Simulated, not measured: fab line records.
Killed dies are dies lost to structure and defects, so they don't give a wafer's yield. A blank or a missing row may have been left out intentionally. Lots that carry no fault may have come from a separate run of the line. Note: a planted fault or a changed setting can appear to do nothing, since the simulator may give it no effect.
Problem report in the 8D (eight disciplines) form, filled by code + flow n5Finfet + the parts of the form that need people (team, actions taken, sign-off) are left out

## 1. WHAT WENT WRONG
Mean of etchRfOnTimeS at N5_GATE_CUT_CUT_ETCH_53: 18.3 s across 3 wafers in 2 lots; on wafers with no fault it is 26.2 s (standard deviation 0.41). Measured from the usual mean, that is -19 standard deviations.
The step: etches W in SF6/Cl2, target depth 79.2 nm.
First seen on wafer L801.4, day 5 19:22, on rieMetal-02. The record has a number at this step for 31 wafers belonging to 11 lots. Rule for "out" (also "out of limits"): further than 4 standard deviations from the usual mean. Any other wafer with a number is counted as sound.

## 2. WHAT IT IS, AND WHAT IT ISN'T
| question                    | is                     | is not                                                                                                        |
|-----------------------------|------------------------|---------------------------------------------------------------------------------------------------------------|
| which readings at this step | etchRfOnTimeS          | drypumpMotorCurrentA, throttleValvePct                                                                        |
| which lots                  | L801, L804             | L799, L800, L803, L812, L815, L816, L817, L818, L819                                                          |
| which wafers of those lots  | L801.4, L804.2, L804.4 | L801.1, L801.6, L804.1                                                                                        |
| read on which tools         | rieMetal-02            | rieMetal-01, rieMetal-03                                                                                      |
| when                        | from day 5 19:22       | up to then (8 sound wafers); but 20 sound wafers of L803, L804, L812, L815, L816, L817, L818, L819 came after |

## 3. WHAT RULES OUT EACH SUSPECT
Counting: any tool at a process step up to the reading remains a suspect provided it ran every lot that is out. Sound lots after the first of them don't rule it out here, since some wafers of a struck lot are sound.
- rieMetal-02 at N5_GATE_CUT_CUT_ETCH_53 (etches W in SF6/Cl2, target depth 79.2 nm): kept. Every lot that is out went through it, the first being L801 (day 5 19:22); the last sound lot it ran before that was L799 (day 5 08:52). On those wafers its own readings are out: etchRfOnTimeS.
Remaining after the count: rieMetal-02 at N5_GATE_CUT_CUT_ETCH_53.

## 4. THE CAUSE (what the simulator had put in)
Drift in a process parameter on rieMetal-02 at N5_GATE_CUT_CUT_ETCH_53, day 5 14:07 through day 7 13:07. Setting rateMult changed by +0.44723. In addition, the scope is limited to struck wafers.
The count eliminated every tool but this one.

## 5. SEQUENCE OF EFFECTS, ordered by route
Each row: a reading where the mean over the struck wafers with a number is more than 3 standard deviations away from the usual. Only readings whose record carries a usual standard deviation are examined. hours: median over the lots of the time between each lot's start at the first step of this table that gives one and its start at this step. sigmas: the change, counted in usual standard deviations.
| hours | step                    | reading       | usual     | on struck wafers | change | sigmas |
|-------|-------------------------|---------------|-----------|------------------|--------|--------|
| 0     | N5_GATE_CUT_CUT_ETCH_53 | etchRfOnTimeS | 26.2 s    | 18.3             | -7.9   | -19    |
| 0     | N5_GATE_CUT_CUT_ETCH_53 | oesProductAu  | 0.64 a.u. | 0.90             | +0.26  | +3.1   |
Its process steps:
- N5_GATE_CUT_CUT_ETCH_53: etches W in SF6/Cl2, target depth 79.2 nm.

## 6. WHAT WOULD HAVE CAUGHT IT SOONER
First out-of-limits reading in this record: day 5 19:22, which is 5 hours after fault onset at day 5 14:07.
